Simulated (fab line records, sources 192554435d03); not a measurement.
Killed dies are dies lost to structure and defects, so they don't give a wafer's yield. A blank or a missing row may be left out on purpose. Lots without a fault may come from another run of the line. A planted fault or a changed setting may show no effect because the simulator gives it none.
One fault seen from 3 desks | flow n5_finfet | each desk has only its own numbers; what lay behind them comes last

THE TOOL OWNER'S DESK: rie_diel-03
The tool's own readings at N5_MOL_CONTACT_COAG_ETCH_91 (etches SOC in N2/H2, target depth 60 nm, overetch 21 nm, time 101.2 s): means of the sampled wafers that have a number, for each lot that ran on this tool. A lot is out of limits, marked OUT, if its mean lies more than 4 standard deviations from the usual mean; the brackets give that distance.
Columns: A = drypump_motor_current_A at N5_MOL_CONTACT_COAG_ETCH_91, usual 5.6 A; B = n2_flow_sccm at N5_MOL_CONTACT_COAG_ETCH_91, usual 200.1 sccm; C = oes_product_au at N5_MOL_CONTACT_COAG_ETCH_91, usual 0.64 a.u.; D = rf_vpp_V at N5_MOL_CONTACT_COAG_ETCH_91, usual 524.0 V; E = showerhead_plenum_p_Torr at N5_MOL_CONTACT_COAG_ETCH_91, usual 2.54 Torr; F = throttle_valve_pct at N5_MOL_CONTACT_COAG_ETCH_91, usual 17.7 %
lot  | first seen here | A   | B     | C    | D     | E    | F
L744 | day 6 03:43     | 5.9 | 200.1 | 0.62 | 522.3 | 2.48 | 18.0
L756 | day 9 02:46     | 6.0 | 200.3 | 0.67 | 523.5 | 2.52 | 17.9
This desk's finding: nothing out of limits on any of the 2 lots.

THE METROLOGY DESK
What the gauges read, lot by lot, whatever tool the lot ran on: means of the sampled wafers that have a number. A lot is out of limits, marked OUT, if its mean lies more than 4 standard deviations from the usual mean; the brackets give that distance. Of its 13 readings 7 are shown: those that lie furthest out on some lot.
Columns: A = cd_nm at N5_MOL_CONTACT_COAG_CD_MEAS_84, usual 25.04 nm; B = VG_OVL at N5_MOL_CONTACT_COAG_OVL_MEAS_85, usual 0.1 nm; C = DIBL_P at N5_BEOL_M4_RC_MEAS_101, usual 37.3 mV/V; D = ION_N at N5_BEOL_M4_RC_MEAS_101, usual 675 uA/um; E = ION_P at N5_BEOL_M4_RC_MEAS_101, usual 460 uA/um; F = SS_P at N5_BEOL_M4_RC_MEAS_101, usual 73.6 mV/dec; G = VT_P at N5_BEOL_M4_RC_MEAS_101, usual -250 mV
lot  | first seen here | A     | B    | C    | D   | E   | F    | G
L744 | day 6 03:14     | 24.84 | 0.8  | 37.6 | 675 | 468 | 73.2 | -250
L749 | day 7 07:08     | 24.93 | -0.7 | 36.8 | 670 | 463 | 73.4 | -246
L756 | day 9 01:47     | 24.70 | 0.1  | 37.4 | 677 | 459 | 72.9 | -252
L761 | day 10 12:51    | 24.70 | 0.1  | 36.6 | 658 | 449 | 73.5 | -254
L763 | day 10 21:49    | 24.86 | 0.3  | 40.3 | 674 | 454 | 74.5 | -254
This desk's finding: nothing out of limits on any of the 5 lots.

THE DEFECT DESK
What the inspections along the route counted, lot by lot: means of the sampled wafers that have a number. A lot is out of limits, marked OUT, if its mean lies more than 4 standard deviations from the usual mean; the brackets give that distance.
Columns: A = raw_defect_count at N5_MOL_CONTACT_COAG_INSPECT_57, usual 201
lot  | first seen here | A
L744 | day 6 03:20     | 228
L749 | day 7 07:14     | 154
L756 | day 9 01:52     | 256
L761 | day 10 12:56    | 216
L763 | day 10 21:53    | 219
This desk's finding: nothing out of limits on any of the 5 lots.

PUT TOGETHER
The tool owner's desk saw nothing out of limits.
The metrology desk saw nothing out of limits.
The defect desk saw nothing out of limits.

WHAT THE SIMULATOR HAD PUT IN
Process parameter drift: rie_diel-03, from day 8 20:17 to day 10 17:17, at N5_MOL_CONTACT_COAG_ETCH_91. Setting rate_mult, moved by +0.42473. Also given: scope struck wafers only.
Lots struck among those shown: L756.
